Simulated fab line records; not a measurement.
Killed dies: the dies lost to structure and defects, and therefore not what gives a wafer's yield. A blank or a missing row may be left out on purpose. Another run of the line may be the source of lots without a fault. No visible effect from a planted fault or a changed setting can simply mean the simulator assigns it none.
Matching of chambers -- flow nand harc -- NHARC_A_CONTACT_ETCH_75 on rie diel-11 has 4 sister chambers
The step etches the open film in CF4, target depth 39 nm, time 65 s. 14 wafers are shown with their chamber, then 7 later ones without.

## WAFERS, EACH WITH ITS CHAMBER
wafer,chamber,drypump motor current A (A),showerhead plenum p Torr (Torr),rf vpp V (V)
L083.2,3,5.0,1.74,150.6
L083.4,0,6.3,1.80,151.9
L083.5,3,5.0,1.74,150.4
L086.2,3,5.0,1.74,150.5
L086.4,2,6.0,1.80,151.2
L086.5,1,6.2,1.82,152.4
L089.1,1,6.2,1.82,152.5
L089.2,3,5.0,1.73,150.5
L089.5,2,6.1,1.79,153.1
L087.4,3,5.0,1.73,152.6
L087.5,0,6.3,1.80,152.1
L087.6,3,5.0,1.73,151.0
L087.1,1,6.1,1.81,152.8
L087.2,0,6.3,1.80,153.2

SIGNATURES (averages over the wafers above)
reading,chamber 0,chamber 1,chamber 2,chamber 3,scatter within a chamber
drypump motor current A,6.300,6.167,6.050,5.000,0.0342
showerhead plenum p Torr,1.8000,1.8167,1.7950,1.7350,0.00516
rf vpp V,152.400,152.567,152.150,150.933,0.802
Rule: a wafer lies at a distance from a chamber equal to the root of the sum of squares, over the readings, of (its reading less the chamber's mean, divided by the reading's scatter). The wafer belongs to the nearest chamber; if the next one is less than 2 further off, it can't be placed. The scatter: take each reading less its chamber's mean, square it, sum over the shown wafers, divide by the number of wafers less the number of chambers, and take the root.

## WAFERS MISSING THEIR CHAMBER
wafer,drypump motor current A (A),showerhead plenum p Torr (Torr),rf vpp V (V)
L087.3,6.1,1.79,151.2
L088.1,6.2,1.81,151.1
L088.2,6.3,1.80,151.8
L088.3,5.0,1.73,148.4
L094.3,5.0,1.73,150.6
L094.4,6.2,1.81,152.3
L094.6,6.2,1.81,151.4

## WHICH CHAMBER EACH WENT THROUGH
wafer,from the rows above,in truth
L087.3,2,2
L088.1,can't be placed: 1 or 0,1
L088.2,0,0
L088.3,3,3
L094.3,3,3
L094.4,can't be placed: 1 or 0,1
L094.6,can't be placed: 1 or 0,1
Placed correctly: 4 of 7. These rows do not allow placing 3 (true chamber among the candidates in 3). Wrongly placed: 0.
